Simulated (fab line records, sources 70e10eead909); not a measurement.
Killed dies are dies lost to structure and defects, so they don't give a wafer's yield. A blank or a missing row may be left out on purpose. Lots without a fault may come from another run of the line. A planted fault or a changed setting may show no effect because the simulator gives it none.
Chamber matching | flow nand_harc | NHARC_HYBRID_BOND_ACTIVATE_00 on rie_diel-06: 4 sister chambers
The step chemistry N2, time 60 s. 4 wafers are shown with their chamber, then 9 later ones without.

WAFERS WITH THEIR CHAMBER
wafer  | chamber | drypump_motor_current_A (A)
L810.1 | 1       | 5.6
L818.1 | 3       | 6.3
L818.3 | 0       | 6.1
L818.6 | 2       | 5.3

WAFERS WITHOUT THEIR CHAMBER
wafer  | drypump_motor_current_A (A)
L820.3 | 5.6
L820.4 | 5.3
L820.6 | 6.2
L821.1 | 5.3
L821.3 | 6.2
L821.5 | 5.6
L824.2 | 5.3
L824.5 | 5.3
L824.6 | 5.7

WHICH CHAMBER EACH WENT THROUGH
wafer  | from the rows above     | in truth
L820.3 | 1                       | 1
L820.4 | 2                       | 2
L820.6 | can't be placed: 3 or 0 | 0
L821.1 | 2                       | 2
L821.3 | can't be placed: 3 or 0 | 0
L821.5 | 1                       | 1
L824.2 | 2                       | 2
L824.5 | 2                       | 2
L824.6 | 1                       | 1
Placed correctly: 7 of 9. Can't be placed from these rows: 2 (the true chamber is among the candidates in 2). Placed wrongly: 0.
How it was worked out, from the rows above alone: a wafer's distance from a chamber is the root of the sum, over the readings, of the square of ((its reading less the chamber's mean) divided by the reading's scatter). The wafer belongs to the nearest chamber; if the next one is less than 2 further off, it can't be placed. A chamber's mean is the mean of its shown wafers. The scatter: with one shown wafer a chamber, the root of the mean of the squares of how far each hidden wafer lies from its nearest shown one.
